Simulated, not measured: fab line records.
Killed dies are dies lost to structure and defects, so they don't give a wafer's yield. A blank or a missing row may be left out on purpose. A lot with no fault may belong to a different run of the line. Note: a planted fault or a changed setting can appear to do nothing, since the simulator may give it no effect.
A single fault, viewed from 2 desks / flow n5-finfet / only its own numbers are on each desk; what lay behind them is given at the end

## THE TOOL OWNER'S DESK: litho-track-01
The tool's own readings at N5_BEOL_M1_COAT_05 (resist thk 30 nm): means of the sampled wafers that have a number, for each lot that ran on this tool. Any lot whose mean is over 4 standard deviations away from the usual mean is out of limits and marked OUT; that distance is given in the brackets.
Columns: A = chill-plate-temp-C at N5_BEOL_M1_COAT_05, usual 23.00 C; B = spin-speed-rpm at N5_BEOL_M1_COAT_05, usual 1500.1 rpm
lot=L683; first seen here=day 7 17:29; A=22.97; B=1498.7
lot=L684; first seen here=day 8 08:37; A=23.15; B=1449.2 (-51) OUT
lot=L687; first seen here=day 8 22:32; A=22.95; B=1448.1 (-52) OUT
lot=L689; first seen here=day 9 04:40; A=22.93; B=1448.2 (-52) OUT
This desk finds L684, L687, L689 out of limits, L684 being first, at day 8 08:37 (spin-speed-rpm at N5_BEOL_M1_COAT_05). L683 stayed within limits.

## METROLOGY DESK
What the gauges read, lot by lot, whatever tool the lot ran on: means of the sampled wafers that have a number. Any lot whose mean is over 4 standard deviations away from the usual mean is out of limits and marked OUT; that distance is given in the brackets. Only the readings that lie furthest out on some lot appear, 7 of the 10 it has.
Columns: A = DIBL_N at N5_BEOL_M4_RC_MEAS_101, usual 35.8 mV/V; B = DIBL_P at N5_BEOL_M4_RC_MEAS_101, usual 35.3 mV/V; C = IOFF_N at N5_BEOL_M4_RC_MEAS_101, usual 0.16 nA/um; D = IOFF_P at N5_BEOL_M4_RC_MEAS_101, usual 0.21 nA/um; E = SS_N at N5_BEOL_M4_RC_MEAS_101, usual 71.4 mV/dec; F = SS_P at N5_BEOL_M4_RC_MEAS_101, usual 73.0 mV/dec; G = VT_P at N5_BEOL_M4_RC_MEAS_101, usual -249.8 mV
lot=L683; first seen here=day 9 21:23; A=33.7; B=33.2; C=0.13; D=0.18; E=70.7; F=72.4; G=-251.4
lot=L684; first seen here=day 10 15:45; A=36.8; B=35.6; C=0.15; D=0.20; E=71.3; F=72.8; G=-250.7
lot=L687; first seen here=day 11 10:47; A=36.9; B=37.9; C=0.17; D=0.26; E=71.4; F=72.9; G=-245.7
lot=L689; first seen here=day 11 22:21; A=39.4; B=39.4; C=0.25; D=0.30; E=72.8; F=74.4; G=-245.5
lot=L696; first seen here=day 13 22:01; A=34.8; B=31.6; C=0.12; D=0.17; E=70.6; F=71.7; G=-250.2
Finding of this desk: none of the 5 lots has anything out of limits.

## TAKEN TOGETHER
On L684, L687, L689, at day 8 08:37, an alarm was possible from the tool owner's desk.
Nothing out of limits was seen by the metrology desk.
The metrology desk has L684, L687, L689 on record, within its limits.
On litho-track-01, each named lot ran N5_BEOL_M1_COAT_05.

## WHAT HAD BEEN PUT IN BY THE SIMULATOR
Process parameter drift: litho-track-01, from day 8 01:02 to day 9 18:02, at N5_BEOL_M1_COAT_05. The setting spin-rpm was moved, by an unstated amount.
Shown lots that were struck: L684, L687, L689.
Hours from the fault's start to each desk's first reading out of limits: the tool owner's desk, 8.
